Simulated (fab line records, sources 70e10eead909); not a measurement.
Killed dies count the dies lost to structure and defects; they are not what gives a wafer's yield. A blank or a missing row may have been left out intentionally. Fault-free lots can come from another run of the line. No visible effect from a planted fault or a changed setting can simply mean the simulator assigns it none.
fab line records || flow nand-harc
record: {"lots": 6, "wafers": 18, "last-day": 33}
route steps=1302 shown P_ZERO_WELL@20 END@1302
lots that met no fault: from a run of the same line without faults
start-h: hours from the record's opening day to when the first of the lot's shown wafers began || wait-h: hours from the lot's prior step to this one || " identical to the entry in the row above || L1.1+2: one row covering several wafers at once || - either no value or no given start || * or withheld: withheld || < > ~ a bound
route shown NAME@n: names a module that has steps shown in the file, with the first one's number in the route || usual: mean/standard deviation of fault-free wafers || same: alike in all rows || chamber/n: place in a boat || sites: the reading at each site || _std_site: the standard deviation of these || _edge_site: inner sites' mean taken away from outer sites' mean || radius-mm: for every site, how far away it sits from the centre of the wafer || mask NAME#n: copy n || behind: the most recent tool/chamber to have shaped the wafer || hold: reason for holding the lot/hours on hold/outcome of the hold || device: which transistor (n, p or np) failed to switch || end of line: tests of these same wafers at the route's end || a step with no rows: only its recipe || killed: not the wafer's yield, but the dies lost to structure and defects at the first sort || map: a wafer's dies, x killed, . not, _ none there
set.NAME: setting as actually run; set.NAME@STEP: the setting as run at that earlier step || model.NAME: the simulator's own value behind a step, which no gauge read
lots seen at some steps along the route; tables by step, rows by wafer
services: from which hour (start-h, from the record's first day; less than 0 if before it) a tool's chamber was out of use, for how many hours, and why
== steps ==
step: NHARC_P_ZERO_WELL_STRIP_15
recipe: {"time-s": 900, "temp-c": 130, "chemistry": "SPM"}
step: NHARC_P_ZERO_WELL_DEHYDRATE_16
recipe: {"temp-c": 150, "time-s": 120}
step: NHARC_P_ZERO_WELL_HMDS_17
recipe: {"time-s": 30}
step: NHARC_P_ZERO_WELL_COAT_18
recipe: {"spin-rpm": "withheld"}
step: NHARC_P_ZERO_WELL_SOFTBAKE_19
recipe: {"temp-c": 122, "time-s": 95}
step: NHARC_P_ZERO_WELL_EBR_20
step: NHARC_P_ZERO_WELL_EXPOSE_21
recipe: {"na": 0.6, "target-cd-nm": 720, "dose-mj": 22.31, "mask-id": "P_NWELL"}
step: NHARC_P_ZERO_WELL_PEB_22
recipe: {"peb-temp-c": 118, "peb-time-s": 85}
step: NHARC_P_ZERO_WELL_DEVELOP_23
recipe: {"time-s": 70}
step: NHARC_P_ZERO_WELL_CD_MEAS_24
recipe: {"target-cd-nm": 720, "landing-energy-ev": 500}
usual: {"cd-nm": "719.6/2.5"}
{"lot.wafer": "L175.1", "tool": "cd-sem-02", "chamber": 0, "start-h": 42.59, "wait-h": "-", "cd-nm": 722.3}
{"lot.wafer": "L175.2", "tool": "cd-sem-02", "chamber": 0, "start-h": 42.59, "wait-h": "-", "cd-nm": 718.1}
{"lot.wafer": "L175.5", "tool": "cd-sem-02", "chamber": 0, "start-h": 42.59, "wait-h": "-", "cd-nm": 718.3}
{"lot.wafer": "L183.2", "tool": "cd-sem-02", "chamber": 0, "start-h": 122.64, "wait-h": "-", "cd-nm": 723.5}
{"lot.wafer": "L183.3", "tool": "cd-sem-02", "chamber": 0, "start-h": 122.64, "wait-h": "-", "cd-nm": 722.3}
{"lot.wafer": "L183.4", "tool": "cd-sem-02", "chamber": 0, "start-h": 122.64, "wait-h": "-", "cd-nm": 719.7}
{"lot.wafer": "L184.1", "tool": "cd-sem-01", "chamber": 0, "start-h": 132.66, "wait-h": "-", "cd-nm": 717.5}
{"lot.wafer": "L184.2", "tool": "cd-sem-01", "chamber": 0, "start-h": 132.66, "wait-h": "-", "cd-nm": 719.4}
{"lot.wafer": "L184.4", "tool": "cd-sem-01", "chamber": 0, "start-h": 132.66, "wait-h": "-", "cd-nm": 714.8}
{"lot.wafer": "L186.2", "tool": "cd-sem-03", "chamber": 0, "start-h": 152.90, "wait-h": "-", "cd-nm": 716.6}
{"lot.wafer": "L186.3", "tool": "cd-sem-03", "chamber": 0, "start-h": 152.90, "wait-h": "-", "cd-nm": 716.9}
{"lot.wafer": "L186.4", "tool": "cd-sem-03", "chamber": 0, "start-h": 152.90, "wait-h": "-", "cd-nm": 715.7}
{"lot.wafer": "L191.3", "tool": "cd-sem-03", "chamber": 0, "start-h": 202.46, "wait-h": "-", "cd-nm": 723.5}
{"lot.wafer": "L191.4", "tool": "cd-sem-03", "chamber": 0, "start-h": 202.46, "wait-h": "-", "cd-nm": 723.6}
{"lot.wafer": "L191.6", "tool": "cd-sem-03", "chamber": 0, "start-h": 202.46, "wait-h": "-", "cd-nm": 719.0}
{"lot.wafer": "L196.1", "tool": "cd-sem-01", "chamber": 0, "start-h": 252.58, "wait-h": "-", "cd-nm": 719.9}
{"lot.wafer": "L196.2", "tool": "cd-sem-01", "chamber": 0, "start-h": 252.58, "wait-h": "-", "cd-nm": 717.2}
{"lot.wafer": "L196.6", "tool": "cd-sem-01", "chamber": 0, "start-h": 252.58, "wait-h": "-", "cd-nm": 720.5}
step: NHARC_P_ZERO_WELL_HARDBAKE_25
recipe: {"temp-c": 125, "time-s": 80}
step: NHARC_P_ZERO_WELL_DESCUM_26
recipe: {"time-s": 3, "o2-flow-sccm": 200, "ar-flow-sccm": 0, "bias-power-w": 0, "chemistry": "O2"}
usual: {"drypump-motor-current-A": "5.8/0.33", "oes-product-au": "1.000/0.013", "rf-vpp-V": "57.9/0.99", "showerhead-plenum-p-Torr": "1.91/0.086", "throttle-valve-pct": "11.311/0.0092"}
{"lot.wafer": "L175.2", "tool": "rie-diel-13", "chamber": 2, "start-h": 42.76, "wait-h": "-", "drypump-motor-current-A": 6.0, "oes-product-au": 1.014, "rf-hours-counter-h": 14, "rf-vpp-V": 58.5, "showerhead-plenum-p-Torr": 2.07, "throttle-valve-pct": 11.309}
{"lot.wafer": "L175.1", "tool": "rie-diel-13", "chamber": 3, "start-h": 42.76, "wait-h": "-", "drypump-motor-current-A": 5.1, "oes-product-au": 1.005, "rf-hours-counter-h": 12, "rf-vpp-V": 56.6, "showerhead-plenum-p-Torr": 1.84, "throttle-valve-pct": 11.319}
{"lot.wafer": "L175.5", "tool": "rie-diel-13", "chamber": 2, "start-h": 42.76, "wait-h": "-", "drypump-motor-current-A": 6.0, "oes-product-au": 1.017, "rf-hours-counter-h": "-", "rf-vpp-V": 57.2, "showerhead-plenum-p-Torr": 2.07, "throttle-valve-pct": 11.291}
{"lot.wafer": "L183.3", "tool": "rie-diel-03", "chamber": 3, "start-h": 122.80, "wait-h": "-", "drypump-motor-current-A": 5.4, "oes-product-au": 1.016, "rf-hours-counter-h": 2, "rf-vpp-V": 58.7, "showerhead-plenum-p-Torr": 1.85, "throttle-valve-pct": 11.312}
{"lot.wafer": "L183.2", "tool": "rie-diel-03", "chamber": 0, "start-h": 122.80, "wait-h": "-", "drypump-motor-current-A": 6.2, "oes-product-au": 0.997, "rf-hours-counter-h": 2, "rf-vpp-V": 57.5, "showerhead-plenum-p-Torr": 1.80, "throttle-valve-pct": 11.309}
{"lot.wafer": "L183.4", "tool": "rie-diel-03", "chamber": 1, "start-h": 122.80, "wait-h": "-", "drypump-motor-current-A": 5.7, "oes-product-au": 0.986, "rf-hours-counter-h": 2, "rf-vpp-V": 58.5, "showerhead-plenum-p-Torr": 1.96, "throttle-valve-pct": 11.313}
{"lot.wafer": "L184.2", "tool": "rie-diel-13", "chamber": 0, "start-h": 132.84, "wait-h": "-", "drypump-motor-current-A": 5.9, "oes-product-au": 0.986, "rf-hours-counter-h": 33, "rf-vpp-V": 58.7, "showerhead-plenum-p-Torr": 2.00, "throttle-valve-pct": 11.314}
{"lot.wafer": "L184.1", "tool": "rie-diel-13", "chamber": 1, "start-h": 132.84, "wait-h": "-", "drypump-motor-current-A": 5.5, "oes-product-au": 1.016, "rf-hours-counter-h": 44, "rf-vpp-V": 58.4, "showerhead-plenum-p-Torr": 2.01, "throttle-valve-pct": 11.308}
{"lot.wafer": "L184.4", "tool": "rie-diel-13", "chamber": 2, "start-h": 132.84, "wait-h": "-", "drypump-motor-current-A": 6.1, "oes-product-au": 1.024, "rf-hours-counter-h": 41, "rf-vpp-V": 59.9, "showerhead-plenum-p-Torr": 2.06, "throttle-valve-pct": 11.309}
{"lot.wafer": "L186.4", "tool": "rie-diel-03", "chamber": 1, "start-h": 153.06, "wait-h": "-", "drypump-motor-current-A": 5.7, "oes-product-au": 0.982, "rf-hours-counter-h": 15, "rf-vpp-V": 57.6, "showerhead-plenum-p-Torr": 1.96, "throttle-valve-pct": 11.305}
{"lot.wafer": "L186.2", "tool": "rie-diel-03", "chamber": 3, "start-h": 153.06, "wait-h": "-", "drypump-motor-current-A": 5.4, "oes-product-au": 1.026, "rf-hours-counter-h": 12, "rf-vpp-V": 58.2, "showerhead-plenum-p-Torr": 1.85, "throttle-valve-pct": 11.331}
{"lot.wafer": "L186.3", "tool": "rie-diel-03", "chamber": 0, "start-h": 153.06, "wait-h": "-", "drypump-motor-current-A": 6.2, "oes-product-au": 1.005, "rf-hours-counter-h": 14, "rf-vpp-V": 56.9, "showerhead-plenum-p-Torr": 1.80, "throttle-valve-pct": 11.309}
{"lot.wafer": "L191.4", "tool": "rie-diel-03", "chamber": 0, "start-h": 202.62, "wait-h": "-", "drypump-motor-current-A": 6.1, "oes-product-au": 1.010, "rf-hours-counter-h": 27, "rf-vpp-V": 55.7, "showerhead-plenum-p-Torr": 1.79, "throttle-valve-pct": 11.308}
{"lot.wafer": "L191.3", "tool": "rie-diel-03", "chamber": 3, "start-h": 202.62, "wait-h": "-", "drypump-motor-current-A": 5.4, "oes-product-au": 1.013, "rf-hours-counter-h": 26, "rf-vpp-V": 56.6, "showerhead-plenum-p-Torr": 1.85, "throttle-valve-pct": 11.307}
{"lot.wafer": "L191.6", "tool": "rie-diel-03", "chamber": 1, "start-h": 202.62, "wait-h": "-", "drypump-motor-current-A": 5.7, "oes-product-au": 1.003, "rf-hours-counter-h": "-", "rf-vpp-V": 56.0, "showerhead-plenum-p-Torr": 1.95, "throttle-valve-pct": 11.305}
{"lot.wafer": "L196.2", "tool": "rie-diel-03", "chamber": 2, "start-h": 252.76, "wait-h": "-", "drypump-motor-current-A": 6.2, "oes-product-au": 0.988, "rf-hours-counter-h": 40, "rf-vpp-V": 56.8, "showerhead-plenum-p-Torr": 1.82, "throttle-valve-pct": 11.305}
{"lot.wafer": "L196.1", "tool": "rie-diel-03", "chamber": 3, "start-h": 252.76, "wait-h": "-", "drypump-motor-current-A": 5.4, "oes-product-au": 1.011, "rf-hours-counter-h": 40, "rf-vpp-V": 57.7, "showerhead-plenum-p-Torr": 1.84, "throttle-valve-pct": 11.320}
{"lot.wafer": "L196.6", "tool": "rie-diel-03", "chamber": 1, "start-h": 252.76, "wait-h": "-", "drypump-motor-current-A": 5.7, "oes-product-au": 1.001, "rf-hours-counter-h": "-", "rf-vpp-V": 57.4, "showerhead-plenum-p-Torr": 1.95, "throttle-valve-pct": 11.310}
step: NHARC_P_ZERO_WELL_IMPLANT_27
recipe: {"energy-kev": 600, "dose-cm2": 1e+13, "tilt-deg": 7}
usual: {"dose-ions-cm2": "1.0002e+13/1.1e+10"}
{"lot.wafer": "L175.1", "tool": "implanter-02", "chamber": 0, "start-h": 42.90, "wait-h": 0.1, "dose-ions-cm2": 1.0009e+13}
{"lot.wafer": "L175.2", "tool": "implanter-02", "chamber": 0, "start-h": 42.90, "wait-h": 0.1, "dose-ions-cm2": 1.0005e+13}
{"lot.wafer": "L175.5", "tool": "implanter-02", "chamber": 0, "start-h": 42.90, "wait-h": 0.1, "dose-ions-cm2": 1.0004e+13}
{"lot.wafer": "L183.2", "tool": "implanter-02", "chamber": 0, "start-h": 122.98, "wait-h": 0.2, "dose-ions-cm2": 9.987e+12}
{"lot.wafer": "L183.3", "tool": "implanter-02", "chamber": 0, "start-h": 122.98, "wait-h": 0.2, "dose-ions-cm2": 1.0007e+13}
{"lot.wafer": "L183.4", "tool": "implanter-02", "chamber": 0, "start-h": 122.98, "wait-h": 0.2, "dose-ions-cm2": 9.984e+12}
{"lot.wafer": "L184.1", "tool": "implanter-01", "chamber": 0, "start-h": 132.97, "wait-h": 0.1, "dose-ions-cm2": 9.985e+12}
{"lot.wafer": "L184.2", "tool": "implanter-01", "chamber": 0, "start-h": 132.97, "wait-h": 0.1, "dose-ions-cm2": 1.001e+13}
{"lot.wafer": "L184.4", "tool": "implanter-01", "chamber": 0, "start-h": 132.97, "wait-h": 0.1, "dose-ions-cm2": 1.0002e+13}
{"lot.wafer": "L184.1", "tool": "implanter-01", "chamber": 0, "start-h": 133.39, "wait-h": 0.4, "dose-ions-cm2": 1.0001e+13}
{"lot.wafer": "L184.2", "tool": "implanter-01", "chamber": 0, "start-h": 133.39, "wait-h": 0.4, "dose-ions-cm2": 9.989e+12}
{"lot.wafer": "L184.4", "tool": "implanter-01", "chamber": 0, "start-h": 133.39, "wait-h": 0.4, "dose-ions-cm2": 9.998e+12}
{"lot.wafer": "L186.2", "tool": "implanter-01", "chamber": 0, "start-h": 153.34, "wait-h": 0.2, "dose-ions-cm2": 9.984e+12}
{"lot.wafer": "L186.3", "tool": "implanter-01", "chamber": 0, "start-h": 153.34, "wait-h": 0.2, "dose-ions-cm2": 1.0007e+13}
{"lot.wafer": "L186.4", "tool": "implanter-01", "chamber": 0, "start-h": 153.34, "wait-h": 0.2, "dose-ions-cm2": 9.996e+12}
{"lot.wafer": "L191.3", "tool": "implanter-02", "chamber": 0, "start-h": 202.83, "wait-h": 0.2, "dose-ions-cm2": 9.998e+12}
{"lot.wafer": "L191.4", "tool": "implanter-02", "chamber": 0, "start-h": 202.83, "wait-h": 0.2, "dose-ions-cm2": 9.992e+12}
{"lot.wafer": "L191.6", "tool": "implanter-02", "chamber": 0, "start-h": 202.83, "wait-h": 0.2, "dose-ions-cm2": 1.0003e+13}
{"lot.wafer": "L191.3", "tool": "implanter-02", "chamber": 0, "start-h": 203.24, "wait-h": 0.4, "dose-ions-cm2": 1.0004e+13}
{"lot.wafer": "L191.4", "tool": "implanter-02", "chamber": 0, "start-h": 203.24, "wait-h": 0.4, "dose-ions-cm2": 1.0006e+13}
{"lot.wafer": "L191.6", "tool": "implanter-02", "chamber": 0, "start-h": 203.24, "wait-h": 0.4, "dose-ions-cm2": 1.0011e+13}
{"lot.wafer": "L196.1", "tool": "implanter-02", "chamber": 0, "start-h": 252.88, "wait-h": 0.1, "dose-ions-cm2": 9.992e+12}
{"lot.wafer": "L196.2", "tool": "implanter-02", "chamber": 0, "start-h": 252.88, "wait-h": 0.1, "dose-ions-cm2": 9.994e+12}
{"lot.wafer": "L196.6", "tool": "implanter-02", "chamber": 0, "start-h": 252.88, "wait-h": 0.1, "dose-ions-cm2": 9.986e+12}
step: NHARC_P_ZERO_WELL_IMPLANT_57
recipe: {"energy-kev": 250, "dose-cm2": 4e+12, "tilt-deg": 7}
step: NHARC_END_SORT_01
recipe: {"temp-c": 25}
usual: {"killed-at-array": "54/21", "killed-at-other": "0.9/1.1", "killed-at-periphery": "3.5/2.5", "killed-dies": "58/21", "killed-open": "3.3/1.9", "killed-short": "2.6/1.8"}
same: {"gross-dies": 677}
{"lot.wafer": "L175.1", "tool": "prober-01", "chamber": 0, "start-h": 576.10, "wait-h": 2.5, "killed-at-array": 51, "killed-at-other": 1, "killed-at-periphery": 6, "killed-dies": 58, "killed-open": 1, "killed-short": 3}
{"lot.wafer": "L175.2", "tool": "prober-01", "chamber": 0, "start-h": 576.89, "wait-h": 2.8, "killed-at-array": 51, "killed-at-other": 0, "killed-at-periphery": 6, "killed-dies": 57, "killed-open": 5, "killed-short": 3}
{"lot.wafer": "L175.5", "tool": "prober-01", "chamber": 0, "start-h": 579.27, "wait-h": 3.7, "killed-at-array": 60, "killed-at-other": 0, "killed-at-periphery": 2, "killed-dies": 62, "killed-open": 5, "killed-short": 3}
{"lot.wafer": "L183.2", "tool": "prober-01", "chamber": 0, "start-h": 675.24, "wait-h": 2.8, "killed-at-array": 38, "killed-at-other": 0, "killed-at-periphery": 1, "killed-dies": 39, "killed-open": 3, "killed-short": 0}
{"lot.wafer": "L183.3", "tool": "prober-01", "chamber": 0, "start-h": 676.04, "wait-h": 3.1, "killed-at-array": 40, "killed-at-other": 0, "killed-at-periphery": 1, "killed-dies": 41, "killed-open": 1, "killed-short": 1}
{"lot.wafer": "L183.4", "tool": "prober-01", "chamber": 0, "start-h": 676.85, "wait-h": 3.4, "killed-at-array": 50, "killed-at-other": 0, "killed-at-periphery": 4, "killed-dies": 54, "killed-open": 6, "killed-short": 3}
{"lot.wafer": "L184.1", "tool": "prober-02", "chamber": 0, "start-h": 691.49, "wait-h": 2.5, "killed-at-array": 46, "killed-at-other": 2, "killed-at-periphery": 1, "killed-dies": 49, "killed-open": 2, "killed-short": 1}
{"lot.wafer": "L184.2", "tool": "prober-02", "chamber": 0, "start-h": 692.30, "wait-h": 2.8, "killed-at-array": 33, "killed-at-other": 1, "killed-at-periphery": 4, "killed-dies": 38, "killed-open": 3, "killed-short": 2}
{"lot.wafer": "L184.4", "tool": "prober-02", "chamber": 0, "start-h": 693.91, "wait-h": 3.4, "killed-at-array": 36, "killed-at-other": 1, "killed-at-periphery": 5, "killed-dies": 42, "killed-open": 2, "killed-short": 5}
{"lot.wafer": "L186.2", "tool": "prober-01", "chamber": 0, "start-h": 706.28, "wait-h": 2.8, "killed-at-array": 58, "killed-at-other": 1, "killed-at-periphery": 0, "killed-dies": 59, "killed-open": 2, "killed-short": 1}
{"lot.wafer": "L186.3", "tool": "prober-01", "chamber": 0, "start-h": 707.09, "wait-h": 3.1, "killed-at-array": 56, "killed-at-other": 1, "killed-at-periphery": 4, "killed-dies": 61, "killed-open": 4, "killed-short": 3}
{"lot.wafer": "L186.4", "tool": "prober-01", "chamber": 0, "start-h": 707.89, "wait-h": 3.4, "killed-at-array": 49, "killed-at-other": 4, "killed-at-periphery": 2, "killed-dies": 55, "killed-open": 2, "killed-short": 2}
{"lot.wafer": "L191.3", "tool": "prober-02", "chamber": 0, "start-h": 733.76, "wait-h": 3.1, "killed-at-array": 69, "killed-at-other": 5, "killed-at-periphery": 5, "killed-dies": 79, "killed-open": 6, "killed-short": 4}
{"lot.wafer": "L191.4", "tool": "prober-02", "chamber": 0, "start-h": 734.56, "wait-h": 3.4, "killed-at-array": 49, "killed-at-other": 1, "killed-at-periphery": 3, "killed-dies": 53, "killed-open": 2, "killed-short": 8}
{"lot.wafer": "L191.6", "tool": "prober-02", "chamber": 0, "start-h": 736.15, "wait-h": 4.0, "killed-at-array": 60, "killed-at-other": 0, "killed-at-periphery": 1, "killed-dies": 61, "killed-open": 5, "killed-short": 2}
{"lot.wafer": "L196.1", "tool": "prober-02", "chamber": 0, "start-h": 794.46, "wait-h": 2.5, "killed-at-array": 49, "killed-at-other": 3, "killed-at-periphery": 2, "killed-dies": 54, "killed-open": 4, "killed-short": 4}
{"lot.wafer": "L196.2", "tool": "prober-02", "chamber": 0, "start-h": 795.26, "wait-h": 2.8, "killed-at-array": 44, "killed-at-other": 1, "killed-at-periphery": 1, "killed-dies": 46, "killed-open": 4, "killed-short": 4}
{"lot.wafer": "L196.6", "tool": "prober-02", "chamber": 0, "start-h": 798.49, "wait-h": 4.0, "killed-at-array": 38, "killed-at-other": 0, "killed-at-periphery": 0, "killed-dies": 38, "killed-open": 0, "killed-short": 0}
killed by level:class
L175.1 A_CHANNEL_HOLE_D1:chamber-film-flake=38 A_CHANNEL_HOLE_D2:chamber-film-flake=6 P_STI:chamber-film-flake=4 A_CONTACT:chamber-film-flake=2 P_CONTACT:geometric-particle:short=1 A_CHANNEL_FILL_D1:geometric-particle:open=1 A_CHANNEL_FILL_D1:geometric-particle:short=1 A_SGD_CUT:geometric-particle:short=1
L175.2 A_CHANNEL_HOLE_D1:chamber-film-flake=31 P_STI:chamber-film-flake=5 A_CHANNEL_HOLE_D2:chamber-film-flake=4 A_STAIRCASE:chamber-film-flake=4 A_CONTACT:chamber-film-flake=3 A_CHANNEL_FILL_D2:geometric-particle:open=2 A_DECK1_JOINT:chamber-film-flake=2 P_BONDPAD:geometric-particle:short=1
L175.5 A_CHANNEL_HOLE_D1:chamber-film-flake=30 A_CHANNEL_HOLE_D2:chamber-film-flake=10 A_CONTACT:chamber-film-flake=5 A_CHANNEL_FILL_D2:chamber-film-flake=3 A_STAIRCASE:chamber-film-flake=3 P_CONTACT:geometric-particle:open=2 A_DECK1_JOINT:geometric-particle:open=2 A_DECK1_JOINT:chamber-film-flake=2
L183.2 A_CHANNEL_HOLE_D1:chamber-film-flake=28 A_CONTACT:chamber-film-flake=4 A_CHANNEL_FILL_D2:geometric-particle:open=1 A_BLC:geometric-particle:open=1 A_M0:geometric-particle:open=1 P_ZERO_WELL:chamber-film-flake=1 A_ZERO_WELL:chamber-film-flake=1 A_SLIT:chamber-film-flake=1
L183.3 A_CHANNEL_HOLE_D1:chamber-film-flake=35 A_CONTACT:chamber-film-flake=2 P_GATE:geometric-particle:short=1 A_BLC:geometric-particle:open=1 A_DECK1_JOINT:chamber-film-flake=1 A_STAIRCASE:chamber-film-flake=1
L183.4 A_CHANNEL_HOLE_D1:chamber-film-flake=33 A_CONTACT:chamber-film-flake=6 A_STAIRCASE:chamber-film-flake=3 P_CONTACT:geometric-particle:open=2 A_CHANNEL_FILL_D1:geometric-particle:open=2 A_ONON_D2:geometric-particle:open=2 P_ZERO_WELL:chamber-film-flake=2 A_CHANNEL_HOLE_D2:geometric-particle:short=1
L184.1 A_CHANNEL_HOLE_D2:chamber-film-flake=21 A_STAIRCASE:chamber-film-flake=7 A_SLIT:chamber-film-flake=6 A_CHANNEL_HOLE_D1:chamber-film-flake=4 A_CHANNEL_FILL_D2:chamber-film-flake=3 THIN_TSV:chamber-film-flake=2 A_CHANNEL_FILL_D1:geometric-particle:short=1 A_DECK1_JOINT:geometric-particle:open=1
L184.2 A_CHANNEL_HOLE_D2:chamber-film-flake=18 A_STAIRCASE:chamber-film-flake=5 A_WL_FILL:chamber-film-flake=3 A_SLIT:chamber-film-flake=2 P_CONTACT:geometric-particle:short=1 P_CONTACT:geometric-particle:open=1 P_M0:geometric-particle:open=1 A_SOURCE_PLATE:geometric-particle:short=1
L184.4 A_CHANNEL_HOLE_D2:chamber-film-flake=13 A_CHANNEL_HOLE_D1:chamber-film-flake=7 A_SLIT:chamber-film-flake=5 A_CONTACT:chamber-film-flake=3 P_ZERO_WELL:geometric-particle:short=1 P_GATE:geometric-particle:open=1 P_CONTACT:geometric-particle:short=1 P_CONTACT:geometric-particle:open=1
L186.2 A_CHANNEL_HOLE_D1:chamber-film-flake=35 A_CONTACT:chamber-film-flake=6 A_ZERO_WELL:chamber-film-flake=3 A_CHANNEL_FILL_D2:chamber-film-flake=3 A_WL_FILL:chamber-film-flake=3 A_CHANNEL_FILL_D1:geometric-particle:open=2 A_STAIRCASE:chamber-film-flake=2 A_SLIT:chamber-film-flake=2
L186.3 A_CHANNEL_HOLE_D1:chamber-film-flake=35 P_M1:chamber-film-flake=3 A_SLIT:chamber-film-flake=3 A_CHANNEL_FILL_D2:chamber-film-flake=3 A_CONTACT:chamber-film-flake=3 A_M0:geometric-particle:open=2 A_WL_FILL:chamber-film-flake=2 A_ONON_D1:geometric-particle:short=1
L186.4 A_CHANNEL_HOLE_D1:chamber-film-flake=25 A_CONTACT:chamber-film-flake=6 A_ZERO_WELL:chamber-film-flake=5 A_SLIT:chamber-film-flake=5 THIN_TSV:chamber-film-flake=3 A_CHANNEL_FILL_D1:geometric-particle:short=2 A_CHANNEL_FILL_D2:chamber-film-flake=2 A_WL_FILL:chamber-film-flake=2
L191.3 A_SLIT:chamber-film-flake=34 A_CHANNEL_HOLE_D1:chamber-film-flake=9 A_CONTACT:chamber-film-flake=9 P_BONDPAD:chamber-film-flake=5 A_STAIRCASE:chamber-film-flake=4 A_DECK1_JOINT:chamber-film-flake=3 THIN_TSV:chamber-film-flake=3 A_ONON_D2:geometric-particle:short=2
L191.4 A_SLIT:chamber-film-flake=17 A_CONTACT:chamber-film-flake=11 A_CHANNEL_HOLE_D1:chamber-film-flake=8 A_WL_FILL:geometric-particle:short=3 A_CHANNEL_FILL_D2:geometric-particle:short=2 P_BONDPAD:chamber-film-flake=2 A_SGD_CUT:chamber-film-flake=2 P_M2:geometric-particle:short=1
L191.6 A_SLIT:chamber-film-flake=33 A_CONTACT:chamber-film-flake=10 A_CHANNEL_HOLE_D1:chamber-film-flake=7 P_BONDPAD:chamber-film-flake=1 A_SOURCE_PLATE:geometric-particle:open=1 A_CHANNEL_HOLE_D1:geometric-particle:open=1 A_CHANNEL_HOLE_D1:geometric-particle:short=1 A_CHANNEL_FILL_D1:geometric-particle:short=1
L196.1 A_SLIT:chamber-film-flake=33 A_CHANNEL_FILL_D2:geometric-particle:short=4 A_CHANNEL_HOLE_D2:chamber-film-flake=4 A_CONTACT:chamber-film-flake=4 THIN_TSV:chamber-film-flake=2 P_GATE:geometric-particle:open=1 A_CHANNEL_FILL_D2:geometric-particle:open=1 A_WL_FILL:geometric-particle:open=1
L196.2 A_SLIT:chamber-film-flake=20 A_CONTACT:chamber-film-flake=7 A_STAIRCASE:chamber-film-flake=4 A_CHANNEL_HOLE_D1:chamber-film-flake=3 A_CHANNEL_HOLE_D1:geometric-particle:short=2 A_CHANNEL_HOLE_D2:chamber-film-flake=2 P_M0:geometric-particle:open=1 A_CHANNEL_HOLE_D1:geometric-particle:open=1
L196.6 A_SLIT:chamber-film-flake=33 A_CONTACT:chamber-film-flake=2 A_CHANNEL_FILL_D1:chamber-film-flake=1 A_DECK1_JOINT:chamber-film-flake=1 A_STAIRCASE:chamber-film-flake=1
== services ==
{"tool": "rie-diel-03", "chamber": 0, "start-h": 35.07, "hours": "-", "kind": "clean"}
{"tool": "rie-diel-03", "chamber": 1, "start-h": 35.07, "hours": "-", "kind": "clean"}
{"tool": "rie-diel-03", "chamber": 2, "start-h": 35.07, "hours": "-", "kind": "clean"}
{"tool": "rie-diel-03", "chamber": 3, "start-h": 35.07, "hours": "-", "kind": "clean"}
{"tool": "rie-diel-03", "chamber": 0, "start-h": 59.57, "hours": "-", "kind": "clean"}
{"tool": "rie-diel-03", "chamber": 1, "start-h": 59.57, "hours": "-", "kind": "clean"}
{"tool": "rie-diel-03", "chamber": 2, "start-h": 59.57, "hours": "-", "kind": "clean"}
{"tool": "rie-diel-03", "chamber": 3, "start-h": 59.57, "hours": "-", "kind": "clean"}
{"tool": "rie-diel-03", "chamber": 2, "start-h": 60.08, "hours": 7.6, "kind": "repair"}
{"tool": "rie-diel-03", "chamber": 0, "start-h": 84.07, "hours": "-", "kind": "clean"}
{"tool": "rie-diel-03", "chamber": 1, "start-h": 84.07, "hours": "-", "kind": "clean"}
{"tool": "rie-diel-03", "chamber": 1, "start-h": 91.54, "hours": 5.5, "kind": "repair"}
{"tool": "rie-diel-13", "chamber": 0, "start-h": 93.46, "hours": 15.1, "kind": "repair"}
{"tool": "rie-diel-03", "chamber": "-", "start-h": 99.57, "hours": 0.6, "kind": "repair"}
{"tool": "rie-diel-13", "chamber": 3, "start-h": 103.18, "hours": 7.2, "kind": "repair"}
{"tool": "rie-diel-03", "chamber": "-", "start-h": 107.71, "hours": 9.0, "kind": "pm"}
{"tool": "implanter-02", "chamber": "-", "start-h": 146.00, "hours": 13.0, "kind": "pm"}
{"tool": "rie-diel-03", "chamber": 2, "start-h": 149.37, "hours": 1.2, "kind": "repair"}
{"tool": "rie-diel-03", "chamber": 1, "start-h": 155.07, "hours": 6.3, "kind": "repair"}
{"tool": "rie-diel-13", "chamber": "-", "start-h": 165.97, "hours": 9.0, "kind": "pm"}
{"tool": "implanter-02", "chamber": "-", "start-h": 176.95, "hours": 2.1, "kind": "repair"}
{"tool": "implanter-02", "chamber": "-", "start-h": 227.31, "hours": 14.9, "kind": "repair"}
{"tool": "implanter-02", "chamber": "-", "start-h": 247.49, "hours": 2.3, "kind": "repair"}
{"tool": "implanter-01", "chamber": "-", "start-h": 248.99, "hours": 5.5, "kind": "repair"}
== key ==
first-sign: {"step": "NHARC_P_ZERO_WELL_IMPLANT_27", "reading": "visit", "direction": "added"}
effect none on later readings
met-at NHARC_P_ZERO_WELL_IMPLANT_27
struck-wafers L184.1,L184.2,L184.4,L191.3,L191.4,L191.6
tester-left-out L184,L191
fault: {"kind": "repeated-step-whole", "tool": "implanter-01,implanter-02", "chamber": "-", "onset-h": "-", "steps": "NHARC_P_ZERO_WELL_IMPLANT_27", "times": 1, "scope": "struck-lots-only"}
tester-left-out: of these lots the tester's yield and bins aren't shown, on N5 and GAA mostly nor the transistor test; their killed dies are dies lost to structure and defects alone, not to doping, threshold or leakage, so they don't give the yield
